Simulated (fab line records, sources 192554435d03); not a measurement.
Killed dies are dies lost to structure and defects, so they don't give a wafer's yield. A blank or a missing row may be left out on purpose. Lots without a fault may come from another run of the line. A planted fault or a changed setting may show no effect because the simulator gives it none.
One fault seen from 3 desks | flow n5_finfet | each desk has only its own numbers; what lay behind them comes last

THE DEFECT DESK
What the inspections along the route counted, lot by lot: means of the sampled wafers that have a number. A lot is out of limits, marked OUT, if its mean lies more than 4 standard deviations from the usual mean; the brackets give that distance.
Columns: A = raw_defect_count at N5_BEOL_M11_INSPECT_30, usual 459
lot  | first seen here | A
L700 | day 10 08:26    | 597
L707 | day 11 16:10    | 466
L718 | day 14 20:17    | 592
L717 | day 14 20:49    | 533
L723 | day 16 00:35    | 619
L722 | day 16 01:05    | 400
This desk's finding: nothing out of limits on any of the 6 lots.

THE TOOL OWNER'S DESK: rie_diel-03
The tool's own readings at N5_BEOL_M11_ETCH_41 (etches SiCN in CH3F/O2, target depth 42.6 nm, time 86 s): means of the sampled wafers that have a number, for each lot that ran on this tool. A lot is out of limits, marked OUT, if its mean lies more than 4 standard deviations from the usual mean; the brackets give that distance.
Columns: A = drypump_motor_current_A at N5_BEOL_M11_ETCH_41, usual 5.8 A; B = oes_product_au at N5_BEOL_M11_ETCH_41, usual 0.81 a.u.; C = rf_vpp_V at N5_BEOL_M11_ETCH_41, usual 296.8 V; D = showerhead_plenum_p_Torr at N5_BEOL_M11_ETCH_41, usual 1.98 Torr; E = throttle_valve_pct at N5_BEOL_M11_ETCH_41, usual 16.24 %
lot  | first seen here | A   | B    | C     | D    | E
L707 | day 11 16:34    | 5.8 | 0.88 | 296.1 | 1.94 | 15.98
L718 | day 14 20:40    | 5.9 | 1.00 | 296.9 | 1.95 | 16.16
L717 | day 14 21:12    | 6.0 | 1.05 | 296.3 | 1.96 | 16.22
This desk's finding: nothing out of limits on any of the 3 lots.

THE METROLOGY DESK
What the gauges read, lot by lot, whatever tool the lot ran on: means of the sampled wafers that have a number. A lot is out of limits, marked OUT, if its mean lies more than 4 standard deviations from the usual mean; the brackets give that distance.
Columns: A = cd_nm at N5_BEOL_M11_CD_MEAS_28, usual 70.6 nm; B = V10_OVL at N5_BEOL_M11_OVL_MEAS_29, usual -0.4 nm
lot  | first seen here | A    | B
L700 | day 10 08:23    | 70.5 | -0.7
L707 | day 11 16:07    | 69.2 | -0.4
L718 | day 14 20:14    | 71.7 | -1.5
L717 | day 14 20:46    | 72.4 | -0.8
L723 | day 16 00:32    | 69.2 | 0.7
L722 | day 16 01:02    | 70.0 | -0.2
This desk's finding: nothing out of limits on any of the 6 lots.

PUT TOGETHER
The defect desk saw nothing out of limits.
The tool owner's desk saw nothing out of limits.
The metrology desk saw nothing out of limits.

WHAT THE SIMULATOR HAD PUT IN
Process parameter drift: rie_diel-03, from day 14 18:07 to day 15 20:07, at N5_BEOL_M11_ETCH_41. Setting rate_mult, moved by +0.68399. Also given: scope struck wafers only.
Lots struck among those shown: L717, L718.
